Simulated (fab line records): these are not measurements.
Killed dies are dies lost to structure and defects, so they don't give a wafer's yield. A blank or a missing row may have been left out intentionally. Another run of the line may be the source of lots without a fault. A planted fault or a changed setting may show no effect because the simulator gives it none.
A struck lot beside a sound one || flow n5-finfet || 20 out of 1938 route steps
Sound: wafers L101.3, L101.5, L101.6. Struck: wafers L993.3, L993.4, L993.6. The cause comes at the end.
Each step with rows lists, per side, the tool, then ch with its chambers, then its first start. Under that, the readings that differ: sound wafers || struck wafers || difference of the means || sigmas: that difference in standard deviations of wafers without a fault.
alike: same words and numbers on both sides, and readings whose means sit less than 2 such deviations apart. not compared: any withheld reading, any reading some wafer has no value for, any bound like >300 that may hide the same value, and any number with overlapping values for which the record gives no deviation.
A row with sigmas, a row that says differs or no value, or rows on one side alone: a step with any of these is where the two part. Non-overlapping numbers with no deviation appear without sigmas and do not part them. A reading missing from all wafers of one side parts the sides only when that side holds two or more wafers.

first, 8 steps without rows for these wafers: N5_BEOL_M12_SPUTTER_45 (material Cu, target thk 80 nm, time 13.33 s); N5_BEOL_M12_ECD_47 (material Cu, target thk 720 nm); N5_BEOL_M12_ANNEAL_48 (time 90 s); N5_BEOL_M12_CMP_49 (polishes, stops on SiOC, t overpolish 20.6 s, target thk 320 nm); N5_BEOL_M12_PRE_CLEAN_52 (time 15 s); N5_BEOL_M12_DEP_53 (deposits SiCN from 3MS/NH3, target thk 30 nm, time 10.5 s); N5_BEOL_M13_ILD_DEP_00 (deposits SiOC from DEMS/O2, target thk 837.92 nm, time 166.4 s); N5_BEOL_M13_COAT_58 (time 60 s, resist thk 89 nm).
N5_BEOL_M13_COAT_04: resist thk 400 nm.
  sound on litho-track-05 ch 0, day 17 06:31; struck on litho-track-03 ch 0, day 14 19:41
{"reading": "spin-speed-rpm (rpm)", "sound": "1624.1 1624.9 1625.0", "struck": "1440.8 1440.6 1442.9", "difference": -183.2, "sigmas": "-99 or more"}
{"reading": "model.coat_of_BEOL_M13_COAT_04.thk-nm (nm)", "sound": "398.6 397.8 399", "struck": "424.2 423.8 424.8", "difference": "+25.8", "sigmas": ""}
  alike: chill-plate-temp-C
then, 8 steps without rows for these wafers: N5_BEOL_M13_EBR_06; N5_BEOL_M13_SOFTBAKE_05 (time 60 s); N5_BEOL_M13_EXPOSE_07 (exposes mask V12); N5_BEOL_M13_PEB_08 (peb time 90 s); N5_BEOL_M13_DEVELOP_09 (develop time 45 s); N5_BEOL_M13_HARDBAKE_14 (time 120 s); N5_BEOL_M13_DESCUM_15 (chemistry O2, time 7.9 s); N5_BEOL_M13_ETCH_59 (etches BARC in N2/H2, target depth 89 nm, overetch 26.7 nm, time 67.9 s).
N5_BEOL_M13_VIA_ETCH_16: etches SiOC in C4F8/O2/Ar, target depth 921.7 nm.
  sound on rie-diel-04 ch 0,1,3, day 17 07:08; struck on rie-diel-06 ch 0,2,3, day 14 20:15
{"reading": "model.coat_of_BEOL_M13_COAT_04.thk-nm (nm)", "sound": "69.8 67 63.6", "struck": "92.6 92.4 98.4", "difference": "+27.7", "sigmas": ""}
  alike: drypump-motor-current-A, oes-product-au, rf-vpp-V, showerhead-plenum-p-Torr, throttle-valve-pct
N5_BEOL_M13_STRIP_63: strips in N2/H2.
  sound on plasma-asher-01 ch 0,1, day 17 07:23; struck on plasma-asher-02 ch 0,1, day 14 20:31
{"reading": "strip-time-to-endpoint-s (s)", "sound": "27.6 26.7 25.7", "struck": "34.2 34.1 35.8", "difference": "+8.0", "sigmas": "+7"}
  alike: drypump-motor-current-A, heater-power-w, oes-product-au
  not compared: rf-hours-counter-h
then, 1 step without rows for these wafers: N5_BEOL_M13_STRIP_64 (strips in N2/H2).

## WHERE THEY PART
At N5_BEOL_M13_COAT_04 first; at N5_BEOL_M13_STRIP_63 last (within this record only).

WHY: what had been put in by the simulator
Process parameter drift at N5_BEOL_M13_COAT_04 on litho-track-03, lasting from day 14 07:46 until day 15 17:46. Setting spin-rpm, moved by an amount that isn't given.
